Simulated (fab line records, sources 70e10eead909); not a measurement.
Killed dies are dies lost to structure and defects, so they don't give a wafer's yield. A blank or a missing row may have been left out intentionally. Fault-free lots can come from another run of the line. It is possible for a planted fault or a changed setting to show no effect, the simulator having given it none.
fab line records	flow nand_harc
record: lots: 6	wafers: 16	last_day: 24
route steps=1159 shown A_CHANNEL_HOLE_D1@480 A_CHANNEL_FILL_D1@490 END@1159
lots that met no fault: from a run of the same line without faults
start_h: start of the lot's first displayed wafer, in hours after the record's first day	wait_h: time in hours since the lot's previous step	" the same as in the row above	L1.1+2: a single row standing in for several wafers	- no value, or no start was given	* or withheld: withheld	< > ~ a bound
route shown NAME@n: names a module that has steps shown in the file, with the first one's number in the route	usual: mean/standard deviation of fault-free wafers	same: alike in all rows	chamber/n: place in a boat	sites: readings site by site	_std_site: how widely they spread, as a standard deviation	_edge_site: the outer-site mean with the inner-site mean subtracted	radius_mm: how far each site lies from the wafer's centre	mask NAME#n: copy n	behind: the most recent tool/chamber to have shaped the wafer	hold: the reason the lot was held/the length of the hold in hours/how it ended	device: which transistor (n, p or np) failed to switch	end of line: tests of these same wafers at the route's end	where a step has no rows: the recipe by itself	killed: dies lost to structure and defects at the first sort, not the wafer's yield	map: dies across one wafer; x = killed, . = not, _ = none there
set.NAME: the setting the step ran with; set.NAME@STEP: the setting that earlier step ran with	model.NAME: the simulator's own value behind a step, which no gauge read
lots seen at some steps along the route; tables by step, rows by wafer
services: a tool's chamber out of use, with start hour (start_h, from the record's first day; less than 0 if before it), hours out, and reason
== steps ==
step: NHARC_A_CHANNEL_HOLE_D1_STRIP_41
recipe: n2_flow_sccm: 150	h2_flow_sccm: 150	ar_flow_sccm: 0	bias_w: 0	chemistry: N2/H2
step: NHARC_A_CHANNEL_HOLE_D1_STRIP_42
recipe: cf4_flow_sccm: 100	chf3_flow_sccm: 30	ar_flow_sccm: 0	bias_w: 0	chemistry: CF4/CHF3
step: NHARC_A_CHANNEL_HOLE_D1_STRIP_43
recipe: o2_flow_sccm: 400	cos_flow_sccm: 20	ar_flow_sccm: 0	bias_w: 0	chemistry: O2/COS
step: NHARC_A_CHANNEL_HOLE_D1_ETCH_44
recipe: target_depth_a: 1400	overetch_a: 140	time_s: 77	ion_energy_ev: 100	cf4_flow_sccm: 80	o2_flow_sccm: 20	ar_flow_sccm: 0	rf_w: 300	bias_w: 100	chemistry: CF4/O2
usual: drypump_motor_current_A: 6.0/0.37	o2_flow_sccm: 20.01/0.055	oes_product_au: 0.998/0.0071	rf_vpp_V: 198.2/1.3	showerhead_plenum_p_Torr: 1.35/0.046	throttle_valve_pct: 13.398/0.0091
lot.wafer	tool	chamber	start_h	wait_h	drypump_motor_current_A	o2_flow_sccm	oes_product_au	rf_hours_counter_h	rf_vpp_V	showerhead_plenum_p_Torr	throttle_valve_pct
L973.1	rie_diel-03	2	197.76	0.1	5.3	19.95	0.999	9	199.6	1.34	13.413
L973.6	"	2	"	"	5.3	19.95	1.002	-	197.0	1.35	13.395
L973.5	"	3	"	"	6.3	20.02	0.989	-	198.5	1.38	13.395
L972.4	rie_diel-13	3	197.95	0.1	5.8	19.98	1.005	6	200.6	1.41	13.421
L972.3	"	0	"	"	6.3	19.99	1.006	6	198.7	1.33	13.410
L972.5	"	2	"	"	6.0	20.01	1.007	-	195.2	1.25	13.411
L978.4	rie_diel-13	0	228.48	0.0	6.3	20.00	1.007	8	198.2	1.33	13.395
L980.4	rie_diel-13	1	240.37	0.1	5.6	20.06	1.010	7	197.0	1.34	13.388
L980.3	"	3	"	"	5.8	19.95	1.003	11	199.5	1.41	13.389
L980.5	"	1	"	"	5.6	19.91	0.997	-	197.5	1.34	13.401
L993.3	rie_diel-03	1	316.59	0.1	6.2	20.07	0.981	7	197.4	1.34	13.393
L993.5	"	3	"	"	6.4	19.98	0.995	-	199.6	1.38	13.404
L993.6	"	0	"	"	6.2	20.00	0.992	-	198.8	1.38	13.398
L992.1	rie_diel-08	1	324.91	0.1	6.7	20.04	0.998	1	200.0	1.40	13.385
L992.4	"	0	"	"	6.3	20.04	0.990	1	198.7	1.31	13.419
L992.5	"	2	"	"	5.6	20.07	0.988	-	199.9	1.39	13.406
step: NHARC_A_CHANNEL_HOLE_D1_STRIP_27
recipe: o2_flow_sccm: 500	ar_flow_sccm: 0	bias_w: 0	chemistry: O2
usual: drypump_motor_current_A: 6.0/0.36	o2_flow_sccm: 500.1/1.7	oes_product_au: 0.999/0.0076	rf_vpp_V: 57.9/0.85	showerhead_plenum_p_Torr: 3.57/0.12	throttle_valve_pct: 17.037/0.0093
lot.wafer	tool	chamber	start_h	wait_h	drypump_motor_current_A	o2_flow_sccm	oes_product_au	rf_hours_counter_h	rf_vpp_V	showerhead_plenum_p_Torr	throttle_valve_pct
L973.1	rie_diel-03	2	-	-	5.3	499.2	1.001	9	58.1	3.55	17.021
L973.5	"	3	"	"	6.3	500.0	1.010	-	58.2	3.65	17.035
L973.6	"	0	"	"	6.2	500.5	1.006	-	58.2	3.64	17.025
L972.3	rie_diel-13	0	-	-	6.3	502.7	1.005	6	57.4	3.52	17.032
L972.4	"	2	"	"	6.0	498.1	1.005	6	57.6	3.32	17.040
L972.5	"	3	"	"	5.8	499.1	1.014	-	58.7	3.72	17.030
L978.4	rie_diel-13	3	-	-	5.8	499.1	1.005	9	58.7	3.72	17.030
L980.4	rie_diel-13	2	-	-	6.0	504.4	1.016	10	56.8	3.32	17.061
L980.3	"	3	"	"	5.8	498.1	1.015	11	58.6	3.72	17.041
L980.5	"	1	"	"	5.6	500.4	1.000	-	58.0	3.54	17.026
L993.3	rie_diel-03	0	-	-	6.2	500.7	0.997	7	57.5	3.63	17.044
L993.5	"	0	"	"	6.2	501.4	0.988	-	57.5	3.63	17.028
L993.6	"	1	"	"	6.2	496.4	0.998	-	56.7	3.53	17.041
L992.4	rie_diel-08	0	-	-	6.3	500.1	0.991	1	56.4	3.46	17.045
L992.1	"	2	"	"	5.6	499.2	0.982	1	59.0	3.67	17.042
L992.5	"	0	"	"	6.3	500.4	0.993	-	58.5	3.46	17.038
step: NHARC_A_CHANNEL_HOLE_D1_PRECLEAN_28
recipe: time_s: *	temp_c: 50	bath_age_min: 0	chemistry: SC1
step: NHARC_A_CHANNEL_HOLE_D1_SRD_29
step: NHARC_A_CHANNEL_HOLE_D1_CD_MEAS_30
usual: cd_nm: 90.1/0.95
lot.wafer	tool	chamber	start_h	wait_h	cd_nm
L973.1	cd_sem-03	-	198.55	-	90.8
L973.5	"	-	"	"	89.8
L973.6	"	-	"	"	91.4
L972.3	cd_sem-01	-	198.75	-	88.4
L972.4	"	-	"	"	89.4
L972.5	"	-	"	"	90.9
L978.4	cd_sem-02	-	229.28	-	90.3
L980.3	cd_sem-02	-	241.16	-	90.2
L980.4	"	-	"	"	88.2
L980.5	"	-	"	"	90.4
L993.3	cd_sem-03	-	317.38	-	90.7
L993.5	"	-	"	"	90.8
L993.6	"	-	"	"	91.5
L992.1	cd_sem-01	-	325.71	-	90.2
L992.4	"	-	"	"	90.5
L992.5	"	-	"	"	89.2
step: NHARC_A_CHANNEL_HOLE_D1_XSEM_31
recipe: landing_energy_ev: 35000
usual: bot_cd_nm: 74.8/1.1	bow_nm: 8.64/0.3	tilt_deg: 0.07/0.05
lot.wafer	tool	chamber	start_h	wait_h	bot_cd_nm	bow_nm	tilt_deg
L973.1	xsem-01	0	198.64	0.1	75.1	8.59	0.10
L973.5	"	0	"	"	74.8	8.70	0.10
L973.6	"	0	"	"	75.7	8.61	0.10
L972.3	xsem-02	0	198.84	0.1	72.6	8.79	0.06
L972.4	"	0	"	"	73.4	8.75	0.06
L972.5	"	0	"	"	75.9	8.78	0.06
L978.4	xsem-01	0	229.38	0.1	75.2	8.46	-0.03
L980.3	xsem-02	0	241.26	0.1	74.5	8.73	0.18
L980.4	"	0	"	"	72.3	8.72	0.18
L980.5	"	0	"	"	74.9	8.79	0.18
L993.3	xsem-02	0	317.48	0.1	75.4	9.02	0.13
L993.5	"	0	"	"	75.7	9.00	0.13
L993.6	"	0	"	"	76.1	9.03	0.13
L992.1	xsem-02	0	325.80	0.1	74.8	8.36	0.11
L992.4	"	0	"	"	75.6	8.38	0.11
L992.5	"	0	"	"	74.3	8.38	0.11
step: NHARC_A_CHANNEL_HOLE_D1_INSPECT_40
usual: raw_defect_count: 60/15
lot.wafer	tool	chamber	start_h	wait_h	raw_defect_count
L973.1	defect_inspect-02	-	198.74	-	44
L973.5	"	-	"	"	40
L973.6	"	-	"	"	46
L972.3	defect_inspect-01	-	198.93	-	81
L972.4	"	-	"	"	76
L972.5	"	-	"	"	71
L978.4	defect_inspect-01	-	229.48	-	78
L980.3	defect_inspect-01	-	241.35	-	80
L980.4	"	-	"	"	48
L980.5	"	-	"	"	72
L993.3	defect_inspect-02	-	317.57	-	66
L993.5	"	-	"	"	71
L993.6	"	-	"	"	59
L992.1	defect_inspect-01	-	325.90	-	45
L992.4	"	-	"	"	81
L992.5	"	-	"	"	56
step: NHARC_A_CHANNEL_FILL_D1_PRECLEAN_00
recipe: time_s: *	temp_c: 50	bath_age_min: 0	chemistry: SC1
step: NHARC_A_CHANNEL_FILL_D1_SRD_01
step: NHARC_A_CHANNEL_FILL_D1_ALD_02
recipe: target_thk_a: 60	pulse_time_s: 10	ald_cycles: 60	temp_c: 300	material: SiO2
usual: ald_cycles: 60/0	heater_power_w: 478/35	precursor_pulse_height_rel: 1.001/0.022
same: pulse_time_s: 10
lot.wafer	tool	chamber	start_h	wait_h	ald_cycles	heater_power_w	precursor_pulse_height_rel
L973.1	ald_hk-02	3	198.94	-	60	487	1.021
L973.6	"	3	"	"	60	488	0.982
L973.5	"	0	"	"	60	422	0.982
L972.4	ald_hk-03	3	199.28	-	60	511	1.044
L972.3	"	0	"	"	60	466	0.998
L972.5	"	2	"	"	60	516	0.981
L978.4	ald_hk-03	0	229.67	-	113	464	0.976
L980.3	ald_hk-03	2	241.54	-	60	522	1.010
L980.4	"	0	"	"	113	473	1.016
L980.5	"	3	"	"	60	511	1.013
L993.3	ald_hk-02	2	317.99	-	60	453	1.030
L993.5	"	3	"	"	60	463	0.984
L993.6	"	0	"	"	60	425	1.030
L992.1	ald_hk-02	1	326.23	-	60	508	1.017
L992.4	"	2	"	"	60	454	1.010
L992.5	"	0	"	"	60	406	0.994
step: NHARC_A_CHANNEL_FILL_D1_ALD_03
recipe: target_thk_a: 60	pulse_time_s: 60	ald_cycles: 58	temp_c: 630	pressure_torr: 2	material: SiNx
usual: ald_cycles: 58/0	precursor_pulse_height_rel: 1.000/0.02
same: pulse_time_s: 60
lot.wafer	tool	chamber	start_h	wait_h	ald_cycles	precursor_pulse_height_rel
L972.3	ald_sin_batch-01	0	-	-	58	1.006
L972.4	"	0	"	"	58	1.011
L972.5	"	0	"	"	58	1.008
L973.1	ald_sin_batch-01	0	-	-	58	1.010
L973.5	"	0	"	"	58	0.958
L973.6	"	0	"	"	58	1.021
L978.4	ald_sin_batch-02	0	-	-	58	1.003
L980.3	ald_sin_batch-02	0	-	-	58	1.013
L980.4	"	0	"	"	58	1.032
L980.5	"	0	"	"	58	0.996
L993.3	ald_sin_batch-02	0	-	-	58	0.984
L993.5	"	0	"	"	58	0.998
L993.6	"	0	"	"	58	1.032
L992.1	ald_sin_batch-01	0	-	-	58	0.950
L992.4	"	0	"	"	58	1.026
L992.5	"	0	"	"	58	1.014
step: NHARC_END_SORT_01
recipe: temp_c: 25
usual: killed_at_array: 29/12	killed_at_other: 0.7/1	killed_at_periphery: 4/3.2	killed_dies: 34/12	killed_open: 3.4/2	killed_short: 1.8/1.3
same: gross_dies: 677
lot.wafer	tool	chamber	start_h	wait_h	killed_at_array	killed_at_other	killed_at_periphery	killed_dies	killed_open	killed_short
L973.1	prober-01	0	455.61	2.5	21	1	14	36	3	3
L973.5	prober-01	0	458.80	3.7	15	0	10	25	0	1
L973.6	prober-01	0	459.60	4.0	13	0	12	25	4	1
L972.3	prober-02	0	470.24	3.1	15	0	2	17	1	2
L972.4	prober-02	0	471.03	3.3	23	1	0	24	5	1
L972.5	prober-02	0	471.82	3.6	16	1	1	18	1	1
L980.3	prober-01	0	498.87	3.1	30	0	6	36	1	1
L980.4	prober-01	0	499.66	3.4	34	0	2	36	3	2
L980.5	prober-01	0	500.46	3.7	43	1	3	47	6	2
L978.4	prober-02	0	499.81	3.4	21	0	8	29	3	0
killed by level:class
L973.1 A_SLIT:chamber_film_flake=9 P_STI:chamber_film_flake=7 P_ZERO_WELL:chamber_film_flake=3 A_CHANNEL_HOLE_D1:chamber_film_flake=3 P_M1:chamber_film_flake=2 A_STAIRCASE:chamber_film_flake=2 P_CONTACT:geometric_particle:open=1 A_SGD_CUT:geometric_particle:short=1
L973.5 A_SLIT:chamber_film_flake=8 P_STI:chamber_film_flake=6 A_CHANNEL_HOLE_D1:chamber_film_flake=5 P_BONDPAD:chamber_film_flake=2 A_CHANNEL_FILL_D1:geometric_particle:short=1 P_GATE:chamber_film_flake=1 P_M1:chamber_film_flake=1 A_CHANNEL_FILL_D1:chamber_film_flake=1
L973.6 P_BONDPAD:chamber_film_flake=6 A_SLIT:chamber_film_flake=6 P_STI:chamber_film_flake=4 A_CHANNEL_HOLE_D1:chamber_film_flake=2 P_GATE:geometric_particle:open=1 A_ONON_D1:geometric_particle:open=1 A_CHANNEL_FILL_D1:geometric_particle:open=1 A_SGD_CUT:geometric_particle:open=1
L972.3 A_CHANNEL_HOLE_D1:chamber_film_flake=10 A_CONTACT:chamber_film_flake=2 P_M2:geometric_particle:short=1 A_WL_FILL:geometric_particle:short=1 A_BLC:geometric_particle:open=1 P_GATE:chamber_film_flake=1 A_SLIT:chamber_film_flake=1
L972.4 A_CHANNEL_HOLE_D1:chamber_film_flake=8 A_STAIRCASE:chamber_film_flake=4 A_M0:chamber_film_flake=3 A_CONTACT:geometric_particle:open=2 A_CONTACT:chamber_film_flake=2 A_CHANNEL_FILL_D1:geometric_particle:open=1 A_SGD_CUT:geometric_particle:open=1 A_WL_FILL:geometric_particle:short=1
L972.5 A_CHANNEL_HOLE_D1:chamber_film_flake=9 A_CONTACT:chamber_film_flake=4 A_WL_FILL:geometric_particle:open=1 A_M1:geometric_particle:short=1 P_BONDPAD:chamber_film_flake=1 A_STAIRCASE:chamber_film_flake=1 HYBRID_BOND:latent=1
L980.3 A_CHANNEL_HOLE_D1:chamber_film_flake=13 A_SLIT:chamber_film_flake=12 P_GATE:chamber_film_flake=5 A_STAIRCASE:chamber_film_flake=2 A_CONTACT:chamber_film_flake=2 P_M2:geometric_particle:open=1 A_SOURCE_PLATE:geometric_particle:short=1
L980.4 A_SLIT:chamber_film_flake=13 A_CHANNEL_HOLE_D1:chamber_film_flake=8 A_STAIRCASE:chamber_film_flake=4 A_CONTACT:chamber_film_flake=4 A_WL_FILL:chamber_film_flake=2 P_CONTACT:geometric_particle:short=1 P_M0:geometric_particle:open=1 A_CHANNEL_HOLE_D1:geometric_particle:open=1
L978.4 A_CHANNEL_HOLE_D1:chamber_film_flake=10 P_ZERO_WELL:chamber_film_flake=4 A_CONTACT:chamber_film_flake=4 P_GATE:chamber_film_flake=3 A_WL_FILL:chamber_film_flake=3 A_STAIRCASE:chamber_film_flake=2 P_GATE:geometric_particle:open=1 A_CONTACT:geometric_particle:open=1
L980.5 A_CHANNEL_HOLE_D1:chamber_film_flake=17 A_SLIT:chamber_film_flake=12 A_CONTACT:chamber_film_flake=5 P_GATE:geometric_particle:open=1 P_CONTACT:geometric_particle:open=1 A_ONON_D1:geometric_particle:open=1 A_SGD_CUT:geometric_particle:open=1 A_WL_FILL:geometric_particle:short=1
== services ==
tool	chamber	start_h	hours	kind
rie_diel-13	0	181.50	-	clean
rie_diel-13	1	181.50	-	clean
rie_diel-13	2	181.50	-	clean
rie_diel-13	3	181.50	-	clean
rie_diel-08	-	192.67	0.3	repair
rie_diel-13	0	206.00	-	clean
rie_diel-13	1	206.00	-	clean
rie_diel-13	2	206.00	-	clean
rie_diel-13	3	206.00	-	clean
rie_diel-13	1	213.05	1.9	repair
rie_diel-03	-	215.42	9.0	pm
ald_sin_batch-01	-	220.61	4.6	repair
rie_diel-08	2	226.59	8.9	repair
rie_diel-13	0	230.50	-	clean
rie_diel-13	1	230.50	-	clean
rie_diel-13	2	230.50	-	clean
rie_diel-13	3	230.50	-	clean
rie_diel-03	3	241.81	5.2	repair
rie_diel-13	0	255.00	-	clean
rie_diel-13	-	276.00	9.0	pm
rie_diel-13	1	296.23	14.9	repair
rie_diel-13	2	300.98	4.1	repair
rie_diel-08	-	301.80	9.0	pm
xsem-02	-	302.00	14.0	pm
== key ==
first_sign: step: NHARC_A_CHANNEL_FILL_D1_ALD_02	reading: ald_cycles	direction: up	sigmas: 99+	usual: 60	struck: 113
effect none on later readings
met_at NHARC_A_CHANNEL_FILL_D1_ALD_02
struck_wafers L978.4,L980.4
tester_left_out L978,L980
onset_between 199.28 229.67
fault: kind: process_parameter_drift	tool: ald_hk-03	chamber: 0	onset_h: 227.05	steps: NHARC_A_CHANNEL_FILL_D1_ALD_02	channel: ald_cycles	offset: 53	shape: step	end_h: 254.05	acts_in: these_recipes_only	stated: 60
tester_left_out: of these lots the tester's yield and bins aren't shown, on N5 and GAA mostly nor the transistor test; their killed dies are dies lost to structure and defects alone, not to doping, threshold or leakage, so they don't give the yield
